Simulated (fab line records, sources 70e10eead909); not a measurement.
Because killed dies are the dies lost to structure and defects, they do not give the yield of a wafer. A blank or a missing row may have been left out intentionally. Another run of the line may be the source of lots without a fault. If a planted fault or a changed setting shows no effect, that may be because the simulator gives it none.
Chamber matching :: flow nandHarc :: 3 sister chambers for NHARC_A_M1_DEP_33 on pecvd-03
The step deposits SiCN, target thk 30 nm. 20 wafers are shown with their chamber, then 10 later ones without.

## EACH WAFER AND ITS CHAMBER
wafer: L188.1
chamber: 2
heaterPowerW (W): 552

wafer: L188.2
chamber: 0
heaterPowerW (W): 519

wafer: L188.3
chamber: 1
heaterPowerW (W): 509

wafer: L187.3
chamber: 2
heaterPowerW (W): 539

wafer: L187.5
chamber: 1
heaterPowerW (W): 552

wafer: L187.6
chamber: 0
heaterPowerW (W): 530

wafer: L191.3
chamber: 0
heaterPowerW (W): 549

wafer: L191.4
chamber: 2
heaterPowerW (W): 599

wafer: L191.5
chamber: 0
heaterPowerW (W): 567

wafer: L194.1
chamber: 0
heaterPowerW (W): 479

wafer: L194.5
chamber: 0
heaterPowerW (W): 495

wafer: L194.6
chamber: 2
heaterPowerW (W): 514

wafer: L192.3
chamber: 2
heaterPowerW (W): 573

wafer: L192.5
chamber: 2
heaterPowerW (W): 560

wafer: L192.6
chamber: 1
heaterPowerW (W): 523

wafer: L197.1
chamber: 0
heaterPowerW (W): 542

wafer: L197.3
chamber: 1
heaterPowerW (W): 487

wafer: L197.5
chamber: 1
heaterPowerW (W): 488

wafer: L202.1
chamber: 1
heaterPowerW (W): 502

wafer: L202.2
chamber: 2
heaterPowerW (W): 556

SIGNATURES, as means of the wafers listed above
reading: heaterPowerW
chamber 0: 525.86
chamber 1: 510.17
chamber 2: 556.14
scatter within a chamber: 27.6
Rule: a wafer lies at a distance from a chamber equal to the root of the sum of squares, over the readings, of (its reading less the chamber's mean, divided by the reading's scatter). The wafer belongs to the nearest chamber; if the next one is less than 2 further off, it can't be placed. How the scatter is found: for the shown wafers, subtract from each reading the mean of its chamber, square and add these, divide the total by (wafers less chambers), then take the root.

## WAFERS WITH NO CHAMBER GIVEN
wafer: L202.3
heaterPowerW (W): 534

wafer: L199.1
heaterPowerW (W): 517

wafer: L199.2
heaterPowerW (W): 581

wafer: L199.3
heaterPowerW (W): 576

wafer: L208.1
heaterPowerW (W): 524

wafer: L208.4
heaterPowerW (W): 553

wafer: L208.6
heaterPowerW (W): 526

wafer: L209.1
heaterPowerW (W): 510

wafer: L209.2
heaterPowerW (W): 492

wafer: L209.5
heaterPowerW (W): 504

## EACH ONE'S CHAMBER
wafer: L202.3
from the rows above: can't be placed: 0 or 2 or 1
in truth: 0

wafer: L199.1
from the rows above: can't be placed: 1 or 0 or 2
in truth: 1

wafer: L199.2
from the rows above: can't be placed: 2 or 0 or 1
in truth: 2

wafer: L199.3
from the rows above: can't be placed: 2 or 0 or 1
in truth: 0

wafer: L208.1
from the rows above: can't be placed: 0 or 1 or 2
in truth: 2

wafer: L208.4
from the rows above: can't be placed: 2 or 0 or 1
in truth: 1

wafer: L208.6
from the rows above: can't be placed: 0 or 1 or 2
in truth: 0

wafer: L209.1
from the rows above: can't be placed: 1 or 0 or 2
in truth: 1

wafer: L209.2
from the rows above: can't be placed: 1 or 0 or 2
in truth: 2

wafer: L209.5
from the rows above: can't be placed: 1 or 0 or 2
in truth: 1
Correct placement for 0 of the 10. These rows do not allow placing 10 (true chamber among the candidates in 10). Placed wrongly: 0.
